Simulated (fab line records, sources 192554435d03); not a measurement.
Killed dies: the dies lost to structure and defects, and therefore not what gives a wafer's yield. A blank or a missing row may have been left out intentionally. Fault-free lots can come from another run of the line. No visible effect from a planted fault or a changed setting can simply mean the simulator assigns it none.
Chamber matching | flow n5_finfet | N5_BEOL_M13_DEP_53 on pecvd-03: 3 sister chambers
The step deposits SiCN from 3MS/NH3, target thk 50 nm, time 17.8 s. 6 wafers are shown with their chamber, then 9 later ones without.

## WAFERS, EACH WITH ITS CHAMBER
wafer  | chamber | throttle_valve_pct (%) | showerhead_plenum_p_Torr (Torr)
L084.3 | 2       | 17.4                   | 4.216
L084.4 | 0       | 18.6                   | 4.142
L084.5 | 2       | 17.6                   | 4.197
L086.3 | 1       | 19.1                   | 4.151
L086.5 | 0       | 18.2                   | 4.154
L086.6 | 1       | 19.0                   | 4.150

## WAFERS MISSING THEIR CHAMBER
wafer  | throttle_valve_pct (%) | showerhead_plenum_p_Torr (Torr)
L090.2 | 18.5                   | 4.163
L090.3 | 17.7                   | 4.215
L090.6 | 18.5                   | 4.148
L095.1 | 18.4                   | 4.139
L095.3 | 17.9                   | 4.199
L095.6 | 18.5                   | 4.155
L096.1 | 17.8                   | 4.198
L096.5 | 18.5                   | 4.147
L096.6 | 17.5                   | 4.205

## WHICH CHAMBER EACH ONE RAN IN
wafer  | from the rows above     | in truth
L090.2 | can't be placed: 0 or 1 | 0
L090.3 | 2                       | 2
L090.6 | 0                       | 0
L095.1 | 0                       | 0
L095.3 | 2                       | 2
L095.6 | 0                       | 0
L096.1 | 2                       | 2
L096.5 | 0                       | 0
L096.6 | 2                       | 2
Placed correctly: 8 of 9. Unplaceable from these rows: 1, with the true chamber sitting among the candidates in 1. Wrongly placed: 0.
How it was worked out, from the rows above alone: a wafer's distance from a chamber is the root of the sum, over the readings, of the square of ((its reading less the chamber's mean) divided by the reading's scatter). If the next closest chamber is less than 2 further off than the closest, the wafer can't be placed; otherwise it belongs to the closest. Each chamber's mean is taken over the wafers shown for it. How the scatter is found: for the shown wafers, subtract from each reading the mean of its chamber, square and add these, divide the total by (wafers less chambers), then take the root.
